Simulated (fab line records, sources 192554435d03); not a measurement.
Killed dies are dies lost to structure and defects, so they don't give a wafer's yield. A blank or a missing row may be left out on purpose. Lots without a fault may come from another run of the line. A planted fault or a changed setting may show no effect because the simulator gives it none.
Problem report in the 8D (eight disciplines) form, filled by code | flow n5_finfet | the parts of the form that need people (team, actions taken, sign-off) are left out

1. THE PROBLEM
h2_flow_sccm at N5_BEOL_M12_STRIP_63 reads a mean of 2924 sccm on 6 wafers of 2 lots; wafers without a fault read 3250 sccm with a standard deviation of 8.8. That is -37 standard deviations from the usual mean.
The step: strips in N2/H2.
First seen on wafer L515.2, day 13 07:13, on plasma_asher-02. The record holds 17 wafers of 6 lots with a number at this step. Rule for "out", or "out of limits": more than 4 standard deviations from the usual mean. The other wafers with a number count as sound.

2. WHAT IT IS AND WHAT IT IS NOT
question                    | is                     | is not
which readings at this step | h2_flow_sccm           | drypump_motor_current_A, n2_flow_sccm, oes_product_au, strip_time_to_endpoint_s
which lots                  | L515, L516             | L511, L518, L524, L526
which wafers of those lots  | all that have a number | -
read on which tools         | plasma_asher-02        | plasma_asher-01
when                        | from day 13 07:13      | up to then (3 sound wafers); but 8 sound wafers of L518, L524, L526 came after

3. SUSPECTS, AND WHAT RULES EACH OUT
Counting: a tool at a process step up to the reading stays a suspect if it ran every lot that is out and no sound lot after the first of them.
- plasma_asher-02 at N5_BEOL_M12_STRIP_63 (strips in N2/H2): ruled out as a lasting fault. Sound lots L524 ran on it after its first lot that is out, L515 (day 13 07:13).
Left after counting: nothing in the record.

4. THE CAUSE (what the simulator had put in)
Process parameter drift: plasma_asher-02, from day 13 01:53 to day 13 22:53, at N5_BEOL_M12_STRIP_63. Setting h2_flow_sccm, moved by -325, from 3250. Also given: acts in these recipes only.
Counting ruled it out, wrongly.

5. THE CHAIN OF EFFECTS, in route order
Each row: a reading whose mean over the struck wafers that have a number lies more than 3 standard deviations from the usual. Only readings for which the record gives a usual standard deviation are gone through. hours: the time from each lot's start at the first step in this table that gives one to its start at this step, as a median over the lots. sigmas: the change in usual standard deviations.
hours | step                 | reading      | usual     | on struck wafers | change | sigmas
0     | N5_BEOL_M12_STRIP_63 | h2_flow_sccm | 3250 sccm | 2924             | -326   | -37
The process steps in it:
- N5_BEOL_M12_STRIP_63: strips in N2/H2.

6. WHAT WOULD HAVE CAUGHT IT SOONER
In this record the first reading out of limits was taken at day 13 07:13, 5 hours after the fault began at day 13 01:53.
